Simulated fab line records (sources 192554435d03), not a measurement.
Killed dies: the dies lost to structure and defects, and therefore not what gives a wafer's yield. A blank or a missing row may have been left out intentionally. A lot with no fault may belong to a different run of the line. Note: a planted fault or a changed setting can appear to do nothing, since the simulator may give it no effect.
fab line records    flow n5_finfet
[record] lots = 7  wafers = 21
route steps=1938 shown BEOL_M3@937 BEOL_M4@1047 BEOL_M5@1157 BEOL_M7@1299
start_h: start of the lot's first displayed wafer, in hours after the record's first day    wait_h: time in hours since the lot's previous step    " the same as in the row above    L1.1+2: a single row standing in for several wafers    - no value, or no start was given    * or withheld: withheld    < > ~ a bound
route shown NAME@n: names a module that has steps shown in the file, with the first one's number in the route    usual: mean/standard deviation of fault-free wafers    same: alike in all rows    chamber/n: place in a boat    sites: per-site readings    _std_site: the standard deviation of these    _edge_site: outer sites' mean less inner sites'    radius_mm: for every site, how far away it sits from the centre of the wafer    mask NAME#n: copy n    behind: the most recent tool/chamber to have shaped the wafer    hold: what put the lot on hold/how long, in hours/how the hold closed    device: transistor that didn't switch, given as n, p or np    end of line: the route-end tests of the same wafers    for a step that has no rows: nothing shown but its recipe    killed: the dies lost at the first sort to structure and to defects; this is not the yield of the wafer    map: shows each die of a wafer: x if killed, . if not, _ if none is there
set.NAME: the setting that was run; set.NAME@STEP: the one run at that earlier step    model.NAME: the simulator's own value behind a step, which no gauge read
one table per step and one row per wafer, for lots whose settings were changed on purpose
[[steps]]
[step N5_BEOL_M3_COAT_73]
[recipe] resist = underlayer  temp_c = 205  time_s = 60  spin_rpm = 1500  resist_thk_nm = 5
lot.wafer   tool            chamber  start_h  wait_h  set.spin_rpm
L075.2      litho_track-05  0        -        -       1500
L075.4+6    "               0        "        "       1456
L085.2+3    litho_track-05  0        -        -       1500
L085.5      "               0        "        "       1636
L087.1      litho_track-05  0        -        -       1335
L087.2+3    "               0        "        "       1500
L092.2+5    litho_track-05  0        -        -       1634
L092.6      "               0        "        "       1500
L093.1+4+6  litho_track-01  0        -        -       1500
L097.1+2+4  litho_track-05  0        -        -       1613
L094.2+4+6  litho_track-03  0        -        -       1500
[step N5_BEOL_M3_COAT_05]
[recipe] resist = CAR-EUV  spin_rpm = 1500  resist_thk_nm = 30
[step N5_BEOL_M3_EBR_07]
[recipe] solvent = PGMEA  ebr_width_mm = 1.5
[step N5_BEOL_M3_DESCUM_16]
[recipe] chemistry = O2  time_s = 7  source_power_w = 50  bias_power_w = 20  pressure_mtorr = 20  rf_frequency_hz = 2.712e+07  temp_c = 40  resist = CAR-EUV  o2_flow_sccm = 225
[step N5_BEOL_M3_ETCH_74]
[recipe] chemistry = N2/H2  target = underlayer  target_depth_a = 65  mask_material = CAR-EUV  time_s = 5.2  ion_energy_ev = 200  pressure_mtorr = 30  source_w = 840  bias_w = 150  n2_flow_sccm = 200  h2_flow_sccm = 200  ends = cleared
lot.wafer   tool         chamber  start_h  wait_h  set.spin_rpm@BEOL_M3_COAT_73  model.etch.depth_nm
L075.2      rie_diel-02  2        176.74   0.0     1500                          4.996
L075.4      "            0        "        "       1456                          5.065
L075.6      "            1        "        "       1456                          5.072
L085.2      rie_diel-02  2        225.81   0.0     1500                          5.02
L085.3      "            1        "        "       1500                          4.999
L085.5      "            1        "        "       1636                          4.8
L087.1      rie_diel-02  3        227.55   0.0     1335                          5.318
L087.2+3    "            2,1      "        "       1500                          4.99
L092.2      rie_diel-03  1        265.24   0.0     1634                          4.754
L092.5      "            0        "        "       1634                          4.778
L092.6      "            3        "        "       1500                          4.987
L093.1      rie_diel-04  3        265.65   0.0     1500                          4.996
L093.4      "            1        "        "       1500                          5.01
L093.6      "            2        "        "       1500                          5.02
L097.1      rie_diel-02  1        292.37   0.0     1613                          4.811
L097.2      "            2        "        "       1613                          4.81
L097.4      "            0        "        "       1613                          4.804
L094.2+4+6  rie_diel-02  0,1,3    292.60   0.0     1500                          5.007
[step N5_BEOL_M3_ETCH_63]
[recipe] chemistry = CF4  target = SiARC  target_depth_a = 156  mask_material = CAR-EUV  time_s = 26  ion_energy_ev = 80  pressure_mtorr = 40  source_w = 545  bias_w = 36  Ar_flow_sccm = 100  cf4_flow_sccm = 100  ends = cleared
[step N5_BEOL_M3_ETCH_64]
[recipe] chemistry = N2/H2  target = SOC  target_depth_a = 750  overetch_a = 150  mask_material = SiARC  temp_c = 40  time_s = 112.5  ion_energy_ev = 200  pressure_mtorr = 30  source_w = 840  bias_w = 150  n2_flow_sccm = 200  h2_flow_sccm = 200
lot.wafer  tool         chamber  start_h  wait_h  set.spin_rpm@BEOL_M3_COAT_61  model.etch.depth_nm
L075.2     rie_diel-02  2        176.79   0.0     1556                          59.13
L075.4     "            0        "        "       1556                          58.9
L075.6     "            1        "        "       1500                          60.09
L085.2     rie_diel-02  2        225.86   0.0     1360                          62.93
L085.3     "            1        "        "       1360                          63
L085.5     "            1        "        "       1360                          63.11
L087.1     rie_diel-02  3        227.60   0.0     1628                          57.77
L087.2     "            2        "        "       1628                          57.84
L087.3     "            1        "        "       1628                          57.76
L092.2     rie_diel-03  1        265.28   0.0     1500                          60.08
L092.5     "            0        "        "       1500                          60.23
L092.6     "            3        "        "       1500                          60.32
L093.1     rie_diel-04  3        265.70   0.0     1500                          60.11
L093.4     "            1        "        "       1394                          62.24
L093.6     "            2        "        "       1394                          62.32
L097.1     rie_diel-02  1        292.42   0.0     1500                          60.1
L097.2+4   "            2,0      "        "       1500                          60.25
L094.2+6   rie_diel-02  0,3      292.64   0.0     1500                          60.02
L094.4     "            1        "        "       1500                          60.01
[step N5_BEOL_M3_STRIP_65]
[recipe] chemistry = N2/H2  temp_c = 40  n2_flow_sccm = 200  h2_flow_sccm = 200  rf_frequency_hz = 6e+07
[step N5_BEOL_M3_STRIP_75]
[recipe] chemistry = N2/H2  temp_c = 40  n2_flow_sccm = 200  h2_flow_sccm = 200  rf_frequency_hz = 6e+07
[step N5_BEOL_M3_STRIP_66]
[recipe] chemistry = CF4  resist = SiARC  power_w = 300  bias_power_w = 75  pressure_mtorr = 50  cf4_flow_sccm = 150  rf_frequency_hz = 6e+07
[step N5_BEOL_M3_HM_OPEN_17]
[recipe] chemistry = Cl2/BCl3  target_depth_a = 200  overetch_a = 60  target = TiN  mask_material = SOC  ion_energy_ev = 150  pressure_mtorr = 10  icp_w = 1000  bias_w = 126  Cl2_flow_sccm = 53.25  bcl3_flow_sccm = 21.75  Ar_flow_sccm = 25
lot.wafer  tool          chamber  start_h  wait_h  set.spin_rpm@BEOL_M3_COAT_61  model.SOC_of_BEOL_M3_COAT_61.thk_nm
L075.2     rie_metal-02  1        176.96   0.0     1556                          51
L075.4     "             0        "        "       1556                          50.4
L075.6     "             1        "        "       1500                          51.8
L085.2     rie_metal-02  0        226.03   0.0     1360                          54.6
L085.3+5   "             0        "        "       1360                          54.8
L087.1+3   rie_metal-01  1        227.77   0.0     1628                          50.4
L087.2     "             0        "        "       1628                          50
L092.2+5   rie_metal-01  0        265.45   0.0     1500                          52.2
L092.6     "             1        "        "       1500                          52.8
L093.1     rie_metal-02  1        265.86   0.0     1500                          52.2
L093.4+6   "             1        "        "       1394                          54.2
L097.1+4   rie_metal-01  1        292.58   0.0     1500                          52.8
L097.2     "             0        "        "       1500                          52.4
L094.2     rie_metal-03  1        292.81   0.0     1500                          52.2
L094.4     "             1        "        "       1500                          52
L094.6     "             0        "        "       1500                          51.8
[step N5_BEOL_M4_COAT_67]
[recipe] resist = SOC  temp_c = 250  time_s = 60  spin_rpm = 1500  resist_thk_nm = 60
lot.wafer   tool            chamber  start_h  wait_h  set.spin_rpm  model.SOC_of_BEOL_M4_COAT_67.thk_nm
L075.2      litho_track-02  0        186.62   0.0     1447          61.2
L075.4      "               0        "        "       1500          60
L075.6      "               0        "        "       1447          61
L085.2+3    litho_track-02  0        240.25   0.0     1500          60
L085.5      "               0        "        "       1584          58.6
L087.1      litho_track-04  0        248.47   0.0     1367          63
L087.2      "               0        "        "       1500          60
L087.3      "               0        "        "       1500          59.8
L092.2+5+6  litho_track-03  0        277.31   0.0     1500          60
L093.1+4+6  litho_track-03  0        282.77   0.0     1500          60
L097.1+4    litho_track-03  0        302.21   0.0     1500          60.2
L097.2      "               0        "        "       1412          61.8
L094.2      litho_track-02  0        306.16   0.0     1500          60.2
L094.4      "               0        "        "       1500          60.4
L094.6      "               0        "        "       1500          60.6
[step N5_BEOL_M4_DESCUM_33]
[recipe] chemistry = O2  time_s = 7  source_power_w = 50  bias_power_w = 20  pressure_mtorr = 20  rf_frequency_hz = 2.712e+07  temp_c = 40  resist = CAR-EUV  o2_flow_sccm = 225
lot.wafer   tool         chamber  start_h  wait_h  set.time_s  model.CAR-EUV_of_BEOL_M4_COAT_22.thk_nm
L075.2      rie_diel-06  3        187.15   0.0     8.546       25.2
L075.4      "            0        "        "       7           25.8
L075.6      "            1        "        "       7           26
L085.2      rie_diel-06  2        240.66   0.0     7           26
L085.3      "            0        "        "       5.693       26.8
L085.5      "            1        "        "       7           26.2
L087.1+2    rie_diel-05  0,2      248.87   0.0     7           26.2
L087.3      "            1        "        "       6.514       26.4
L092.2      rie_diel-06  1        277.84   0.0     7           26.2
L092.5      "            2        "        "       7           26
L092.6      "            3        "        "       8.195       25.6
L093.1      rie_diel-05  3        283.24   0.1     7           26.2
L093.4      "            0        "        "       7           26
L093.6      "            3        "        "       8.504       25.4
L097.1      rie_diel-06  0        302.66   0.1     7.758       25.8
L097.2      "            3        "        "       7           26.2
L097.4      "            0        "        "       7           26
L094.2+4+6  rie_diel-05  0,2,2    306.74   0.1     7           26.2
[step N5_BEOL_M4_ETCH_77]
[recipe] chemistry = N2/H2  target = underlayer  target_depth_a = 65  mask_material = CAR-EUV  time_s = 5.2  ion_energy_ev = 200  pressure_mtorr = 30  source_w = 840  bias_w = 150  n2_flow_sccm = 200  h2_flow_sccm = 200  ends = cleared
[step N5_BEOL_M4_ETCH_69]
[recipe] chemistry = CF4  target = SiARC  target_depth_a = 156  mask_material = CAR-EUV  time_s = 26  ion_energy_ev = 80  pressure_mtorr = 40  source_w = 545  bias_w = 36  Ar_flow_sccm = 100  cf4_flow_sccm = 100  ends = cleared
lot.wafer  tool         chamber  start_h  wait_h  set.time_s@BEOL_M4_DESCUM_33  model.CAR-EUV_of_BEOL_M4_COAT_22.thk_nm
L075.2     rie_diel-06  3        187.20   0.0     8.546                         10.2
L075.4     "            0        "        "       7                             10.8
L075.6     "            1        "        "       7                             11
L085.2+5   rie_diel-06  2,1      240.71   0.0     7                             11.2
L085.3     "            0        "        "       5.693                         11.8
L087.1+2   rie_diel-05  0,2      248.92   0.0     7                             11.2
L087.3     "            1        "        "       6.514                         11.6
L092.2     rie_diel-06  1        277.89   0.0     7                             11.4
L092.5     "            2        "        "       7                             11.2
L092.6     "            3        "        "       8.195                         10.8
L093.1     rie_diel-05  3        283.29   0.0     7                             11.4
L093.4     "            0        "        "       7                             11
L093.6     "            3        "        "       8.504                         10.4
L097.1     rie_diel-06  0        302.71   0.0     7.758                         10.8
L097.2     "            3        "        "       7                             11.2
L097.4     "            0        "        "       7                             11
L094.2+4   rie_diel-05  0,2      306.79   0.0     7                             11.2
L094.6     "            2        "        "       7                             11.4
[step N5_BEOL_M4_ALD_98]
[recipe] material = SiO2  target_thk_a = 25  temp_c = 100  ald_precursor_family = BDEAS  ald_co_reactant = O2-plasma  pulse_time_s = 1  co_reactant_pulse_time_s = 1  purge_time_s = 2  co_reactant_purge_time_s = 2  ald_cycles = 17  pressure_torr = 2
[step N5_BEOL_M4_ETCHBACK_99]
[recipe] chemistry = CHF3  target = SiO2  target_depth_a = 50  time_s = 10.4  source_w = 215  bias_w = 47  Ar_flow_sccm = 200  CHF3_flow_sccm = 12  ion_energy_ev = 100  pressure_mtorr = 30
[step N5_BEOL_M4_ETCH_70]
[recipe] chemistry = N2/H2  target = SOC  target_depth_a = 800  overetch_a = 240  mask_material = SiARC  temp_c = 40  time_s = 130  ion_energy_ev = 200  pressure_mtorr = 30  source_w = 840  bias_w = 150  n2_flow_sccm = 200  h2_flow_sccm = 200
lot.wafer  tool         chamber  start_h  wait_h  set.spin_rpm@BEOL_M4_COAT_67  model.etch.depth_nm
L075.2     rie_diel-05  0        190.33   0.0     1447                          61.26
L075.4     "            3        "        "       1500                          60.04
L075.6     "            1        "        "       1447                          60.91
L085.2     rie_diel-06  3        246.87   0.0     1500                          60.02
L085.3     "            0        "        "       1500                          59.99
L085.5     "            0        "        "       1584                          58.65
L087.1     rie_diel-06  2        258.53   0.0     1367                          62.93
L087.2     "            3        "        "       1500                          60.04
L087.3     "            1        "        "       1500                          59.87
L092.2     rie_diel-01  1        287.60   0.0     1500                          60.03
L092.5+6   "            3,1      "        "       1500                          60.07
L093.1     rie_diel-05  0        295.96   0.0     1500                          60.08
L093.4     "            1        "        "       1500                          60.04
L093.6     "            0        "        "       1500                          59.99
L097.1     rie_diel-05  2        305.04   0.0     1500                          60.15
L097.2     "            0        "        "       1412                          61.86
L097.4     "            3        "        "       1500                          60.22
L094.2     rie_diel-01  0        308.16   0.0     1500                          60.3
L094.4     "            2        "        "       1500                          60.32
L094.6     "            1        "        "       1500                          60.56
[step N5_BEOL_M4_STRIP_71]
[recipe] chemistry = N2/H2  temp_c = 40  n2_flow_sccm = 200  h2_flow_sccm = 200  rf_frequency_hz = 6e+07
[step N5_BEOL_M4_STRIP_78]
[recipe] chemistry = N2/H2  temp_c = 40  n2_flow_sccm = 200  h2_flow_sccm = 200  rf_frequency_hz = 6e+07
[step N5_BEOL_M4_VIA_ETCH_34]
[recipe] chemistry = C4F6/O2  target_depth_a = 694  mask_material = SOC  pressure_mtorr = 15  ion_energy_ev = 250  taper_deg = 4  time_s = 65.9  source_w = 350  bias_w = 170  Ar_flow_sccm = 300  C4F6_flow_sccm = 10  O2_flow_sccm = 10
lot.wafer   tool         chamber  start_h  wait_h  set.spin_rpm@BEOL_M4_COAT_67  model.SOC_of_BEOL_M4_COAT_67.thk_nm
L075.2      rie_diel-05  0        190.43   0.0     1447                          53
L075.4      "            3        "        "       1500                          52
L075.6      "            1        "        "       1447                          52.6
L085.2      rie_diel-06  3        246.98   0.0     1500                          52
L085.3      "            0        "        "       1500                          51.6
L085.5      "            0        "        "       1584                          50.2
L087.1      rie_diel-06  2        258.63   0.0     1367                          54.4
L087.2      "            3        "        "       1500                          52
L087.3      "            1        "        "       1500                          51.6
L092.2+5+6  rie_diel-01  1,3,1    287.70   0.0     1500                          52
L093.1+6    rie_diel-05  0        296.06   0.0     1500                          51.8
L093.4      "            1        "        "       1500                          52
L097.1      rie_diel-05  2        305.15   0.0     1500                          52.4
L097.2      "            0        "        "       1412                          53.6
L097.4      "            3        "        "       1500                          52.2
L094.2+4    rie_diel-01  0,2      308.26   0.0     1500                          52
L094.6      "            1        "        "       1500                          52.4
[step N5_BEOL_M5_VIA_ETCH_34]
[recipe] chemistry = C4F6/O2  target = SiCOH_lowk  target_depth_a = 883  mask_material = SOC  taper_deg = 4  time_s = 39.2  ion_energy_ev = 250  pressure_mtorr = 30  source_w = 345  bias_w = 185  Ar_flow_sccm = 300  C4F6_flow_sccm = 10  O2_flow_sccm = 10
[usual] rf_vpp_V = 666/18
lot.wafer  tool         chamber  start_h  wait_h  set.bias_w  rf_vpp_V
L075.2     rie_diel-03  0        199.25   0.0     185         683
L075.4     "            2        "        "       185         674
L075.6     "            0        "        "       185         684
L085.2     rie_diel-02  1        259.04   0.0     199.5       709
L085.3     "            0        "        "       199.5       739
L085.5     "            1        "        "       185         670
L087.1     rie_diel-04  1        268.30   0.0     154.9       578
L087.2     "            2        "        "       185         667
L087.3     "            3        "        "       185         656
L092.2     rie_diel-02  0        296.44   0.0     185         696
L092.5     "            2        "        "       216.9       769
L092.6     "            3        "        "       216.9       717
L093.1     rie_diel-02  3        308.11   0.0     185         633
L093.4     "            1        "        "       203.5       720
L093.6     "            1        "        "       185         668
L097.1     rie_diel-03  2        314.62   0.0     185         672
L097.2     "            1        "        "       163.4       602
L097.4     "            0        "        "       163.4       620
L094.2     rie_diel-04  1        321.34   0.0     185         665
L094.4     "            1        "        "       185         662
L094.6     "            3        "        "       185         657
[step N5_BEOL_M7_DESCUM_33]
[recipe] chemistry = O2  time_s = 7  source_power_w = 50  bias_power_w = 20  pressure_mtorr = 20  rf_frequency_hz = 2.712e+07  temp_c = 40  resist = CAR-EUV  o2_flow_sccm = 225
lot.wafer   tool         chamber  start_h  wait_h  set.time_s
L075.2+4+6  rie_diel-04  3,0,0    219.85   0.3     7
L085.2+3    rie_diel-02  2,0      280.51   0.0     6.185
L085.5      "            0        "        "       7
L087.1      rie_diel-03  3        288.14   0.7     7
L087.2+3    "            2,1      "        "       5.926
L092.2+5+6  rie_diel-02  0,1,0    320.21   0.0     5.496
L093.1      rie_diel-04  2        329.40   0.0     5.706
L093.4+6    "            0,2      "        "       7
L097.1+2+4  rie_diel-03  2,3,1    335.82   0.0     7
L094.2+4+6  rie_diel-04  0,2,3    343.55   0.0     7
[step N5_BEOL_M7_ETCH_72]
[recipe] chemistry = N2/H2  target = underlayer  target_depth_a = 65  mask_material = CAR-EUV  time_s = 5.2  ion_energy_ev = 200  pressure_mtorr = 30  source_w = 840  bias_w = 150  n2_flow_sccm = 200  h2_flow_sccm = 200  ends = cleared
lot.wafer   tool         chamber  start_h  wait_h  set.time_s@BEOL_M7_DESCUM_33  model.CAR-EUV_of_BEOL_M7_COAT_22.thk_nm
L075.2+4+6  rie_diel-04  3,0,0    219.89   0.0     7                             20.4
L085.2      rie_diel-02  2        280.54   0.0     6.185                         20.6
L085.3      "            0        "        "       6.185                         20.8
L085.5      "            0        "        "       7                             20.2
L087.1      rie_diel-03  3        288.17   0.0     7                             20.4
L087.2+3    "            2,1      "        "       5.926                         21
L092.2      rie_diel-02  0        320.25   0.0     5.496                         21.2
L092.5      "            1        "        "       5.496                         21
L092.6      "            0        "        "       5.496                         21.4
L093.1      rie_diel-04  2        329.44   0.0     5.706                         20.8
L093.4+6    "            0,2      "        "       7                             20.2
L097.1+2+4  rie_diel-03  2,3,1    335.86   0.0     7                             20.4
L094.2+4+6  rie_diel-04  0,2,3    343.58   0.0     7                             20.2
[step N5_BEOL_M7_TRENCH_ETCH_37]
[recipe] chemistry = C4F6/O2  target_depth_a = 934.78  target = SiCOH_lowk  time_s = 31.2  ion_energy_ev = 250  pressure_mtorr = 30  source_w = 345  bias_w = 185  Ar_flow_sccm = 300  C4F6_flow_sccm = 10  O2_flow_sccm = 10
[usual] rf_vpp_V = 663/17
lot.wafer  tool         chamber  start_h  wait_h  set.source_w  rf_vpp_V  model.etch.depth_nm
L075.2     rie_diel-04  3        -        -       345           657       93
L075.4     "            0        "        "       287.3         705       81.48
L075.6     "            0        "        "       287.3         704       81.4
L085.2     rie_diel-02  2        -        -       396.1         632       97.61
L085.3     "            0        "        "       396.1         649       98.5
L085.5     "            0        "        "       345           696       93.31
L087.1     rie_diel-03  3        -        -       345           638       91.22
L087.2     "            2        "        "       345           672       93.94
L087.3     "            1        "        "       318.1         692       91.22
L092.2     rie_diel-02  0        -        -       294.6         756       86.59
L092.5     "            1        "        "       345           667       90.17
L092.6     "            0        "        "       294.6         755       85.56
L093.1     rie_diel-04  2        -        -       345           667       94.76
L093.4     "            0        "        "       319.2         669       87.7
L093.6     "            2        "        "       319.2         692       93.15
L097.1     rie_diel-03  2        -        -       345           672       94.36
L097.2     "            3        "        "       345           637       91.21
L097.4     "            1        "        "       398.3         618       99.7
L094.2     rie_diel-04  0        -        -       345           641       90.7
L094.4     "            2        "        "       345           665       94.59
L094.6     "            3        "        "       345           657       92.77
[step N5_BEOL_M7_ETCH_41]
[recipe] chemistry = CH3F/O2  target = SiCN  target_depth_a = 319  taper_deg = 2  time_s = 57.8  ion_energy_ev = 120  mask_material = TiN  pressure_mtorr = 30  source_w = 395  bias_w = 75  Ar_flow_sccm = 150  CH3F_flow_sccm = 30  O2_flow_sccm = 20
[step N5_BEOL_M7_STRIP_80]
[recipe] chemistry = N2/H2  time_s = 10  power_w = 450  temp_c = 40  pressure_mtorr = 20  rf_frequency_hz = 6e+07  bias_power_w = 7  n2_flow_sccm = 200  h2_flow_sccm = 200
[step N5_BEOL_M7_OCD_MEAS_38]
[usual] trench_depth_nm = 92.8/2.4
lot.wafer  tool    chamber  start_h  wait_h  set.source_w@BEOL_M7_TRENCH_ETCH_37  trench_depth_nm
L075.2     ocd-02  -        220.29   -       345                                  92.5
L075.4     "       -        "        "       287.3                                81.3
L075.6     "       -        "        "       287.3                                81.7
L085.2     ocd-02  -        280.94   -       396.1                                97.4
L085.3     "       -        "        "       396.1                                98.5
L085.5     "       -        "        "       345                                  92.9
L087.1     ocd-01  -        288.57   -       345                                  91.3
L087.2     "       -        "        "       345                                  93.7
L087.3     "       -        "        "       318.1                                91.2
L092.2     ocd-01  -        320.64   -       294.6                                86.9
L092.5     "       -        "        "       345                                  90.4
L092.6     "       -        "        "       294.6                                85.3
L093.1     ocd-02  -        329.83   -       345                                  95.3
L093.4     "       -        "        "       319.2                                88.0
L093.6     "       -        "        "       319.2                                93.2
L097.1     ocd-01  -        336.25   -       345                                  94.9
L097.2     "       -        "        "       345                                  91.5
L097.4     "       -        "        "       398.3                                99.8
L094.2     ocd-02  -        343.98   -       345                                  90.8
L094.4     "       -        "        "       345                                  94.2
L094.6     "       -        "        "       345                                  93.2
[[key]]
[split] step = N5_BEOL_M3_COAT_73  setting = spin_rpm  stated = 1500  by = wafer
[response] step = N5_BEOL_M3_ETCH_74  reading = model.etch.depth_nm  change = -0.0264  per = 1%  r = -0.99
[split] step = N5_BEOL_M4_COAT_67  setting = spin_rpm  stated = 1500  by = wafer
[response] step = N5_BEOL_M4_COAT_67  reading = model.SOC_of_BEOL_M4_COAT_67.thk_nm  change = -0.31  per = 1%  r = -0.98
[response] step = N5_BEOL_M4_ETCH_70  reading = model.etch.depth_nm  change = -0.303  per = 1%  r = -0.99
[response] step = N5_BEOL_M4_VIA_ETCH_34  reading = model.SOC_of_BEOL_M4_COAT_67.thk_nm  change = -0.271  per = 1%  r = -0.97
[split] step = N5_BEOL_M4_DESCUM_33  setting = time_s  stated = 7  by = wafer
[response] step = N5_BEOL_M4_DESCUM_33  reading = model.CAR-EUV_of_BEOL_M4_COAT_22.thk_nm  change = -0.0323  per = 1%  r = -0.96
[response] step = N5_BEOL_M4_ETCH_69  reading = model.CAR-EUV_of_BEOL_M4_COAT_22.thk_nm  change = -0.0333  per = 1%  r = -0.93
[split] step = N5_BEOL_M5_VIA_ETCH_34  setting = bias_w  stated = 185  by = wafer
[response] step = N5_BEOL_M5_VIA_ETCH_34  reading = rf_vpp_V  change = +4.65  per = 1%  r = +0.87
[split] step = N5_BEOL_M7_DESCUM_33  setting = time_s  stated = 7  by = wafer
[response] step = N5_BEOL_M7_ETCH_72  reading = model.CAR-EUV_of_BEOL_M7_COAT_22.thk_nm  change = -0.0366  per = 1%  r = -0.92
[split] step = N5_BEOL_M7_TRENCH_ETCH_37  setting = source_w  stated = 345  by = wafer
[response] step = N5_BEOL_M7_TRENCH_ETCH_37  reading = rf_vpp_V  change = -3.6  per = 1%  r = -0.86
[response] step = N5_BEOL_M7_TRENCH_ETCH_37  reading = model.etch.depth_nm  change = +0.443  per = 1%  r = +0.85
[response] step = N5_BEOL_M7_OCD_MEAS_38  reading = trench_depth_nm  change = +0.441  per = 1%  r = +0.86
split outside_this_file step=N5_BEOL_M3_COAT_61 setting=spin_rpm
// split outside_this_file: this setting was split too, and the file shows its column; the key of that split is in another file
